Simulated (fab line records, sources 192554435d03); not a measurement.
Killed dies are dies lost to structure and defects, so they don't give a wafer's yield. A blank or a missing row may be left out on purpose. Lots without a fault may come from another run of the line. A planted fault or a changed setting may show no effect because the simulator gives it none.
fab line records | flow n5_finfet
record lots=9 wafers=27 last_day=19
route steps=1938 shown BEOL_M4@1058 PASSIVATION@1936
lots that met no fault: from a run of the same line without faults
start_h: hours from the record's first day to the start of the lot's first wafer shown | wait_h: hours since the lot's step before | " the same as in the row above | L1.1+2: a row that stands for several wafers | - no value, or no start given | * or withheld: withheld | < > ~ a bound
route shown NAME@n: a module of which the file shows steps, and the number in the route of the first | usual: mean/standard deviation of fault-free wafers | same: alike in all rows | chamber/n: place in a boat | sites: the reading at each site | _std_site: their standard deviation | _edge_site: outer sites' mean less inner sites' | radius_mm: how far each site lies from the wafer's centre | mask NAME#n: copy n | behind: the tool/chamber that last shaped the wafer | hold: why the lot was held/for how many hours/how that ended | device: the transistor (n, p or np) that didn't switch | end of line: the same wafers' tests at the end of the route | a step without rows: its recipe alone | killed: dies lost to structure and defects at the first sort, not the wafer's yield | map: a wafer's dies, x killed, . not, _ none there
set.NAME: the setting as run; set.NAME@STEP: as run at that earlier step | model.NAME: the simulator's own value behind a step, which no gauge read
steps of the route over a sample of lots; a table a step, a row a wafer
services: from which hour (start_h, from the record's first day; less than 0 if before it) a tool's chamber was out of use, for how many hours, and why
## steps
# step N5_BEOL_M4_INSPECT_30
# recipe mode=adi inspect_instrument=brightfield
# usual raw_defect_count=445/100
# columns lot.wafer tool chamber start_h wait_h raw_defect_count
L473.1 defect_inspect-02 - 218.60 0.1 493
L473.3 " - " " 479
L473.4 " - " " 352
L475.1 defect_inspect-01 - 233.29 0.1 359
L475.4 " - " " 400
L475.6 " - " " 357
L476.3 defect_inspect-01 - 239.04 0.0 492
L476.5 " - " " 636
L476.6 " - " " 540
L484.1 defect_inspect-02 - 280.87 0.1 627
L484.2 " - " " 535
L484.5 " - " " 737
L485.2 defect_inspect-02 - 298.62 0.0 305
L485.4 " - " " 373
L485.5 " - " " 350
L487.2 defect_inspect-02 - 302.01 0.0 318
L487.3 " - " " 443
L487.6 " - " " 365
L486.2 defect_inspect-02 - 314.16 0.0 594
L486.4 " - " " 590
L486.5 " - " " 641
L488.3 defect_inspect-01 - 329.08 0.0 286
L488.4 " - " " 411
L488.6 " - " " 350
L489.3 defect_inspect-02 - 332.55 0.0 412
L489.4 " - " " 491
L489.5 " - " " 373
# step N5_BEOL_M4_ALD_98
# recipe material=SiO2 target_thk_a=25 temp_c=100 ald_precursor_family=BDEAS ald_co_reactant=O2-plasma pulse_time_s=1 co_reactant_pulse_time_s=1 purge_time_s=2 co_reactant_purge_time_s=2 ald_cycles=17 pressure_torr=2
# usual ald_cycles=17/0 chamber_pressure_Torr=2.000/0.0047 heater_power_w=76/5.7 precursor_pulse_height_rel=1.002/0.022
# columns lot.wafer tool chamber start_h wait_h ald_cycles chamber_pressure_Torr heater_power_w precursor_pulse_height_rel
L473.1 ald_sin-02 3 219.47 0.8 17 2.001 88 0.970
L473.3 " 0 " " 17 1.998 76 0.938
L473.4 " 2 " " 17 2.000 83 0.997
L475.1 ald_sin-03 1 233.91 0.3 17 1.995 78 0.992
L475.4 " 3 " " 17 2.000 70 0.980
L475.6 " 0 " " 17 2.000 80 0.985
L476.3 ald_sin-03 3 239.21 0.1 17 1.993 70 1.014
L476.5 " 1 " " 17 1.999 78 0.983
L476.6 " 2 " " 17 1.993 70 0.969
L484.1 ald_sin-03 3 281.11 0.1 - - - -
L484.2 " 0 " " - - - -
L484.5 " 0 " " - - - -
L485.2 ald_sin-04 3 298.79 0.1 - - - -
L485.4 " 1 " " - - - -
L485.5 " 1 " " - - - -
L487.2 ald_sin-04 0 302.36 0.2 17 2.000 73 1.008
L487.3 " 1 " " 17 2.005 75 1.014
L487.6 " 2 " " 17 1.995 73 1.013
L486.2 ald_sin-03 3 314.84 0.6 17 1.999 69 1.010
L486.4 " 0 " " 17 2.006 80 0.962
L486.5 " 2 " " 17 1.998 71 0.989
L488.3 ald_sin-02 3 329.50 0.3 17 2.005 85 1.001
L488.4 " 1 " " 17 2.004 66 1.004
L488.6 " 2 " " 17 2.003 82 0.997
L489.3 ald_sin-03 2 332.78 0.1 17 2.002 69 1.001
L489.4 " 3 " " 17 2.003 69 1.026
L489.5 " 2 " " 17 1.998 70 0.975
# step N5_BEOL_M4_ETCHBACK_99
# recipe chemistry=CHF3 target=SiO2 target_depth_a=50 time_s=10.4 source_w=215 bias_w=47 Ar_flow_sccm=200 CHF3_flow_sccm=12 ion_energy_ev=100 pressure_mtorr=30
# usual CHF3_flow_sccm=12.00/0.035 drypump_motor_current_A=5.9/0.47 oes_product_au=0.85/0.079 rf_vpp_V=241.3/2.5 showerhead_plenum_p_Torr=2.20/0.055 throttle_valve_pct=16.96/0.21
# same time_s=10.4
# columns lot.wafer tool chamber start_h wait_h CHF3_flow_sccm drypump_motor_current_A oes_product_au rf_hours_counter_h rf_vpp_V showerhead_plenum_p_Torr throttle_valve_pct
L473.1 rie_diel-01 3 223.90 4.4 11.98 6.0 0.74 152 246.3 2.16 17.09
L473.3 " 1 " " 12.04 5.9 0.87 28 240.7 2.29 16.67
L473.4 " 0 " " 12.01 5.5 0.94 - 239.2 2.19 16.70
L475.1 rie_diel-02 3 242.88 8.9 11.99 6.7 0.70 233 239.7 2.13 17.39
L475.4 " 3 " " 12.09 6.7 0.71 - 240.2 2.12 17.39
L475.6 " 2 " " 12.01 6.2 0.85 - 240.3 2.26 16.87
L476.3 rie_diel-01 0 250.27 11.0 11.95 5.4 0.92 25 239.8 2.18 16.73
L476.5 " 3 " " 12.03 6.0 0.74 - 245.8 2.15 17.09
L476.6 " 0 " " 11.98 5.4 0.90 - 240.0 2.18 16.73
L484.1 rie_diel-02 0 299.70 18.6 11.94 5.3 0.88 47 245.0 2.19 17.20
L484.2 " 2 " " 11.96 6.2 0.81 112 240.3 2.25 16.89
L484.5 " 1 " " 11.97 6.3 0.91 - 245.2 2.11 16.87
L485.2 rie_diel-02 1 305.07 6.2 11.97 6.3 0.91 27 244.7 2.11 16.88
L485.4 " 0 " " 11.97 5.3 0.86 - 242.4 2.19 17.22
L485.5 " 1 " " 11.96 6.3 0.90 - 246.9 2.11 16.86
L487.2 rie_diel-03 0 307.50 5.1 11.96 5.6 0.85 59 237.8 2.19 16.90
L487.3 " 3 " " 11.97 5.5 0.90 22 241.9 2.19 16.84
L487.6 " 3 " " 12.01 5.5 0.92 - 242.0 2.19 16.82
L486.2 rie_diel-03 3 322.58 7.7 11.96 5.5 0.90 29 243.9 2.19 16.84
L486.4 " 0 " " 11.99 5.6 0.85 - 239.4 2.18 16.94
L486.5 " 3 " " 12.02 5.5 0.90 - 242.0 2.19 16.84
L488.3 rie_diel-03 3 331.29 1.7 11.95 5.5 0.89 32 242.1 2.19 16.86
L488.4 " 1 " " 12.04 5.8 0.85 52 238.7 2.27 16.88
L488.6 " 0 " " 12.03 5.6 0.84 - 238.6 2.18 16.95
L489.3 rie_diel-03 2 334.85 2.0 12.02 6.6 0.79 109 237.1 2.27 17.12
L489.4 " 3 " " 12.00 5.5 0.89 34 242.2 2.19 16.86
L489.5 " 3 " " 11.98 5.5 0.89 - 242.6 2.19 16.84
# step N5_BEOL_M4_STRIP_97
# recipe chemistry=N2/H2 time_s=10 power_w=450 temp_c=40 pressure_mtorr=20 rf_frequency_hz=6e+07 bias_power_w=7 n2_flow_sccm=200 h2_flow_sccm=200
# usual drypump_motor_current_A=5.9/0.47 oes_product_au=0.85/0.079 rf_vpp_V=59.3/0.9 showerhead_plenum_p_Torr=2.60/0.066 throttle_valve_pct=23.57/0.27
# same time_s=10
# columns lot.wafer tool chamber start_h wait_h drypump_motor_current_A oes_product_au rf_hours_counter_h rf_vpp_V showerhead_plenum_p_Torr throttle_valve_pct
L473.1 rie_diel-01 3 - - 6.0 0.75 152 57.4 2.54 23.47
L473.3 " 1 " " 5.9 0.88 29 60.3 2.69 23.07
L473.4 " 0 " " 5.5 0.94 - 59.5 2.60 23.52
L475.1 rie_diel-02 3 - - 6.7 0.70 233 60.3 2.50 24.21
L475.4 " 3 " " 6.7 0.70 - 60.0 2.50 24.19
L475.6 " 2 " " 6.2 0.84 - 60.7 2.67 23.45
L476.3 rie_diel-01 0 - - 5.5 0.90 26 58.3 2.59 23.53
L476.5 " 3 " " 6.0 0.73 - 59.6 2.54 23.50
L476.6 " 0 " " 5.5 0.91 - 59.1 2.59 23.54
L484.1 rie_diel-02 0 - - 5.3 0.87 47 60.2 2.58 23.70
L484.2 " 2 " " 6.3 0.81 112 59.2 2.66 23.48
L484.5 " 1 " " 6.3 0.91 - 60.0 2.49 23.32
L485.2 rie_diel-02 1 - - 6.3 0.90 27 57.9 2.49 23.33
L485.4 " 0 " " 5.3 0.86 - 59.0 2.58 23.69
L485.5 " 1 " " 6.3 0.90 - 59.1 2.49 23.32
L487.2 rie_diel-03 0 - - 5.6 0.86 59 58.8 2.58 23.65
L487.3 " 3 " " 5.5 0.91 22 58.1 2.59 23.56
L487.6 " 3 " " 5.5 0.91 - 58.6 2.59 23.55
L486.2 rie_diel-03 3 - - 5.5 0.89 30 59.7 2.59 23.57
L486.4 " 0 " " 5.6 0.85 - 59.4 2.57 23.65
L486.5 " 3 " " 5.5 0.90 - 59.0 2.59 23.59
L488.3 rie_diel-03 3 - - 5.5 0.89 32 58.6 2.59 23.56
L488.4 " 1 " " 5.8 0.85 52 59.0 2.70 23.62
L488.6 " 0 " " 5.6 0.84 - 60.1 2.57 23.65
L489.3 rie_diel-03 2 - - 6.6 0.80 109 59.6 2.67 23.47
L489.4 " 3 " " 5.5 0.89 34 60.2 2.59 23.55
L489.5 " 3 " " 5.5 0.88 - 60.1 2.59 23.58
# step N5_BEOL_M4_RC_MEAS_101
# usual DIBL_N=36.1/1.4 DIBL_P=36.3/1.4 IOFF_N=0.154/0.021 IOFF_P=0.21/0.032 ION_N=670/8.1 ION_P=461/7 SS_N=71.4/0.49 SS_P=73.3/0.5 VT_N=250.4/2.6 VT_P=-250/3.7
# columns lot.wafer tool chamber start_h wait_h DIBL_N[mV/V] DIBL_P[mV/V] IOFF_N[nA/um] IOFF_P[nA/um] ION_N[uA/um] ION_P[uA/um] SS_N[mV/dec] SS_P[mV/dec] VT_N[mV] VT_P[mV]
L473.1 prober-02 0 228.04 0.0 36.0 36.1 0.164 0.26 671 467 71.0 73.4 248.0 -244
L473.3 " 0 " " 36.1 36.0 0.164 0.26 669 468 71.2 74.3 248.1 -245
L473.4 " 0 " " 34.7 34.3 0.138 0.24 676 472 70.9 73.3 251.7 -248
L475.1 prober-01 0 248.04 0.0 35.1 36.0 0.141 0.20 662 457 71.4 73.0 254.2 -249
L475.4 " 0 " " 36.4 37.5 0.166 0.22 678 466 71.6 73.6 249.0 -251
L475.6 " 0 " " 35.4 36.5 0.148 0.21 668 464 71.1 73.7 252.4 -250
L476.3 prober-01 0 255.33 0.3 37.1 35.0 0.145 0.19 661 449 70.9 72.9 252.3 -252
L476.5 " 0 " " 38.1 36.5 0.171 0.22 664 459 71.4 73.3 250.1 -250
L476.6 " 0 " " 36.8 35.5 0.142 0.19 663 458 71.2 72.8 250.8 -254
L484.1 prober-01 0 305.70 0.0 34.7 34.4 0.133 0.17 656 453 71.4 72.7 252.5 -254
L484.2 " 0 " " 34.2 34.5 0.122 0.17 664 452 71.5 72.2 252.3 -253
L484.5 " 0 " " 35.3 34.9 0.134 0.18 669 459 71.7 73.5 253.1 -252
L485.2 prober-01 0 311.47 0.2 35.0 36.6 0.127 0.17 657 458 71.6 72.9 255.0 -255
L485.4 " 0 " " 32.7 34.0 0.110 0.14 659 455 70.4 72.7 254.8 -254
L485.5 " 0 " " 33.5 34.5 0.115 0.15 650 451 71.0 72.9 254.3 -259
L487.2 prober-02 0 312.62 0.2 35.7 36.6 0.149 0.21 667 460 71.2 72.6 250.2 -249
L487.3 " 0 " " 35.4 36.2 0.144 0.20 667 463 71.3 72.9 253.2 -251
L487.6 " 0 " " 35.3 36.6 0.150 0.21 671 465 71.4 73.3 250.8 -248
L486.2 prober-02 0 328.64 0.2 37.8 38.2 0.167 0.22 665 453 71.4 73.6 249.4 -250
L486.4 " 0 " " 37.4 37.7 0.154 0.21 661 459 71.3 73.1 250.7 -251
L486.5 " 0 " " 38.6 39.7 0.186 0.24 679 463 71.7 73.4 250.4 -251
L488.3 prober-01 0 339.87 0.3 38.4 39.0 0.203 0.27 669 463 72.2 74.1 247.8 -246
L488.4 " 0 " " 36.3 36.1 0.148 0.21 668 465 71.8 73.2 252.4 -250
L488.6 " 0 " " 37.2 37.6 0.176 0.25 677 469 71.7 73.3 249.6 -245
L489.3 prober-02 0 340.95 0.3 35.5 36.3 0.127 0.17 664 461 71.0 72.8 254.9 -257
L489.4 " 0 " " 36.7 37.0 0.152 0.19 668 453 71.5 72.7 252.0 -251
L489.5 " 0 " " 36.2 36.6 0.140 0.18 669 455 71.4 73.2 257.7 -257
# step N5_PASSIVATION_PROBE_49
# usual defect_limited_yield=91.0/1.6 killed_at_M0_to_M3=35/11 killed_at_M4_up=14/5.1 killed_at_contacts=12/6.6 killed_at_front_end=41/12 killed_at_other=4/3 killed_dies=107/19 killed_open=70/15 killed_short=35/8.5 sort_bin_5_function=5.3/1 sort_bin_6_memory=3.4/0.73 sort_n_pass=1073/19 sort_yield_pct=91.0/1.6
# same gross_dies=1180 killed_at_back_side=0 sort_bin_4_leakage[%]=0 sort_bin_8_speed[%]=0
# columns lot.wafer tool chamber start_h wait_h defect_limited_yield[%] killed_at_M0_to_M3 killed_at_M4_up killed_at_contacts killed_at_front_end killed_at_other killed_dies killed_open killed_short sort_bin_5_function[%] sort_bin_6_memory[%] sort_n_pass sort_yield_pct[%]
L484.1 prober-01 - 407.03 0.0 88.9 30 19 12 67 3 131 76 53 7.0 3.7 1049 88.9
L484.2 prober-01 - 407.08 0.1 92.5 30 8 3 45 3 89 60 28 4.2 3.0 1091 92.5
L484.5 prober-01 - 407.23 0.2 90.8 34 6 5 58 6 109 57 52 4.4 4.5 1071 90.8
# killed by level:class
L484.1 STI_FIN_REVEAL:geometric_particle:open=23 FIN_SAQP:geometric_particle:short=13 BEOL_M2:geometric_particle:open=9 BEOL_M4:geometric_particle:open=9 GATE_CUT:geometric_particle:short=8 MOL_CONTACT_COAG:geometric_particle:short=6 MOL_CONTACT_COAG:geometric_particle:open=6 FIN_SAQP:geometric_particle:open=5
L484.2 STI_FIN_REVEAL:geometric_particle:open=10 FIN_SAQP:geometric_particle:open=9 BEOL_M0:geometric_particle:open=6 BEOL_M1:geometric_particle:open=6 FIN_SAQP:geometric_particle:short=5 GATE_CUT:geometric_particle:short=5 BEOL_M0_SAQP:geometric_particle:open=5 BEOL_M3:geometric_particle:open=4
L484.5 FIN_SAQP:geometric_particle:short=16 FIN_SAQP:geometric_particle:open=13 BEOL_M3:geometric_particle:open=11 STI_FIN_REVEAL:geometric_particle:open=10 BEOL_M0_SAQP:geometric_particle:short=10 ILD0:geometric_particle:short=7 BEOL_M0_SAQP:geometric_particle:open=4 BEOL_M3:geometric_particle:short=4
## services
# columns tool chamber start_h hours kind
ald_sin-04 - 203.31 6.1 pm
rie_diel-02 - 218.99 14.6 pm
rie_diel-03 3 223.79 - clean
rie_diel-03 3 223.79 - consumable_replace:focus_ring
rie_diel-03 3 223.79 23.1 scheduled_down
rie_diel-03 3 223.79 23.1 vent_cycle
rie_diel-02 - 234.48 0.7 repair
rie_diel-02 0 239.33 8.8 repair
rie_diel-02 1 249.04 33.4 repair
ald_sin-02 2 252.88 3.8 repair
ald_sin-03 - 260.61 11.5 repair
ald_sin-02 - 269.77 14.0 pm
rie_diel-01 3 272.40 9.7 repair
ald_sin-03 - 274.91 0.5 repair
rie_diel-02 - 277.48 10.0 pm
ald_sin-03 - 279.95 0.5 repair
ald_sin-02 - 286.70 1.0 repair
rie_diel-02 3 287.48 - clean
rie_diel-02 3 287.48 - consumable_replace:focus_ring
ald_sin-04 - 293.85 1.1 repair
rie_diel-02 2 303.68 2.6 repair
ald_sin-03 - 306.15 6.0 pm
ald_sin-04 1 311.27 1.3 repair
rie_diel-03 2 311.50 17.1 repair
## key
first_sign step=N5_BEOL_M4_ALD_98 reading=tool_record direction=missing
effect none on later readings
met_at N5_BEOL_M4_ALD_98
struck_lots L484,L485
not_acting_at N5_BEOL_M4_INSPECT_30,N5_BEOL_M4_ETCHBACK_99,N5_BEOL_M4_STRIP_97
onset_between 239.21 281.11
fault kind=skipped_step_whole tool=ald_sin-03,ald_sin-04 chamber=- onset_h=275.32 steps=N5_BEOL_M4_ALD_98 scope=struck_lots_only
